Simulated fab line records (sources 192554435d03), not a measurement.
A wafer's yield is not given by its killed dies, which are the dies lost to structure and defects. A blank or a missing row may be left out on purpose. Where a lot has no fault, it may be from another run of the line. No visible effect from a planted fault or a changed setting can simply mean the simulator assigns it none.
Matching of chambers :: flow n5-finfet :: N5_BEOL_M12_ILD_DEP_00 on pecvd-04 has 3 sister chambers
The step deposits SiOC from DEMS/O2, target thk 658.92 nm, time 130.7 s. 16 wafers are shown with their chamber, then 8 later ones without.

WAFERS WITH THEIR CHAMBER
wafer: L078.2
chamber: 0
throttle-valve-pct (%): 12.6
heater-power-w (W): 428
showerhead-plenum-p-Torr (Torr): 5.676

wafer: L078.3
chamber: 0
throttle-valve-pct (%): 12.5
heater-power-w (W): 426
showerhead-plenum-p-Torr (Torr): 5.709

wafer: L078.4
chamber: 2
throttle-valve-pct (%): 12.3
heater-power-w (W): 516
showerhead-plenum-p-Torr (Torr): 5.684

wafer: L077.3
chamber: 2
throttle-valve-pct (%): 12.4
heater-power-w (W): 452
showerhead-plenum-p-Torr (Torr): 5.671

wafer: L077.5
chamber: 1
throttle-valve-pct (%): 11.7
heater-power-w (W): 580
showerhead-plenum-p-Torr (Torr): 5.693

wafer: L077.6
chamber: 0
throttle-valve-pct (%): 12.4
heater-power-w (W): 423
showerhead-plenum-p-Torr (Torr): 5.692

wafer: L082.1
chamber: 1
throttle-valve-pct (%): 12.0
heater-power-w (W): 581
showerhead-plenum-p-Torr (Torr): 5.702

wafer: L082.3
chamber: 0
throttle-valve-pct (%): 12.4
heater-power-w (W): 428
showerhead-plenum-p-Torr (Torr): 5.684

wafer: L082.4
chamber: 2
throttle-valve-pct (%): 12.4
heater-power-w (W): 507
showerhead-plenum-p-Torr (Torr): 5.706

wafer: L085.2
chamber: 0
throttle-valve-pct (%): 12.6
heater-power-w (W): 410
showerhead-plenum-p-Torr (Torr): 5.683

wafer: L085.4
chamber: 1
throttle-valve-pct (%): 12.1
heater-power-w (W): 582
showerhead-plenum-p-Torr (Torr): 5.711

wafer: L085.5
chamber: 2
throttle-valve-pct (%): 12.3
heater-power-w (W): 459
showerhead-plenum-p-Torr (Torr): 5.670

wafer: L087.3
chamber: 1
throttle-valve-pct (%): 11.9
heater-power-w (W): 484
showerhead-plenum-p-Torr (Torr): 5.698

wafer: L087.5
chamber: 0
throttle-valve-pct (%): 12.5
heater-power-w (W): 427
showerhead-plenum-p-Torr (Torr): 5.672

wafer: L087.6
chamber: 2
throttle-valve-pct (%): 12.3
heater-power-w (W): 473
showerhead-plenum-p-Torr (Torr): 5.689

wafer: L090.1
chamber: 2
throttle-valve-pct (%): 12.2
heater-power-w (W): 416
showerhead-plenum-p-Torr (Torr): 5.679

SIGNATURES (means of the wafers above)
reading: throttle-valve-pct
chamber 0: 12.500
chamber 1: 11.925
chamber 2: 12.317
scatter within a chamber: 0.109

reading: heater-power-w
chamber 0: 423.67
chamber 1: 556.75
chamber 2: 470.50
scatter within a chamber: 33

reading: showerhead-plenum-p-Torr
chamber 0: 5.68600
chamber 1: 5.70100
chamber 2: 5.68317
scatter within a chamber: 0.0122
Rule: for a wafer and a chamber, the distance is found by dividing, reading by reading, the gap between the wafer's reading and the chamber's mean by the reading's scatter, squaring, summing and taking the root. The wafer belongs to the nearest chamber; if the next one is less than 2 further off, it can't be placed. How the scatter is found: for the shown wafers, subtract from each reading the mean of its chamber, square and add these, divide the total by (wafers less chambers), then take the root.

WAFERS WITH NO CHAMBER GIVEN
wafer: L090.3
throttle-valve-pct (%): 12.5
heater-power-w (W): 422
showerhead-plenum-p-Torr (Torr): 5.702

wafer: L090.5
throttle-valve-pct (%): 11.9
heater-power-w (W): 589
showerhead-plenum-p-Torr (Torr): 5.698

wafer: L095.2
throttle-valve-pct (%): 12.1
heater-power-w (W): 515
showerhead-plenum-p-Torr (Torr): 5.709

wafer: L095.5
throttle-valve-pct (%): 12.5
heater-power-w (W): 399
showerhead-plenum-p-Torr (Torr): 5.684

wafer: L095.6
throttle-valve-pct (%): 11.9
heater-power-w (W): 540
showerhead-plenum-p-Torr (Torr): 5.694

wafer: L094.3
throttle-valve-pct (%): 12.6
heater-power-w (W): 433
showerhead-plenum-p-Torr (Torr): 5.681

wafer: L094.4
throttle-valve-pct (%): 11.9
heater-power-w (W): 605
showerhead-plenum-p-Torr (Torr): 5.718

wafer: L094.6
throttle-valve-pct (%): 12.2
heater-power-w (W): 441
showerhead-plenum-p-Torr (Torr): 5.705

WHICH CHAMBER EACH ONE RAN IN
wafer: L090.3
from the rows above: can't be placed: 0 or 2
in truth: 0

wafer: L090.5
from the rows above: 1
in truth: 1

wafer: L095.2
from the rows above: can't be placed: 1 or 2
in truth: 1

wafer: L095.5
from the rows above: can't be placed: 0 or 2
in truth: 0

wafer: L095.6
from the rows above: 1
in truth: 1

wafer: L094.3
from the rows above: can't be placed: 0 or 2
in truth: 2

wafer: L094.4
from the rows above: 1
in truth: 1

wafer: L094.6
from the rows above: can't be placed: 2 or 0
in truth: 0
Placed correctly: 3 of 8. Can't be placed from these rows: 5 (the true chamber is among the candidates in 5). 0 placed wrongly.
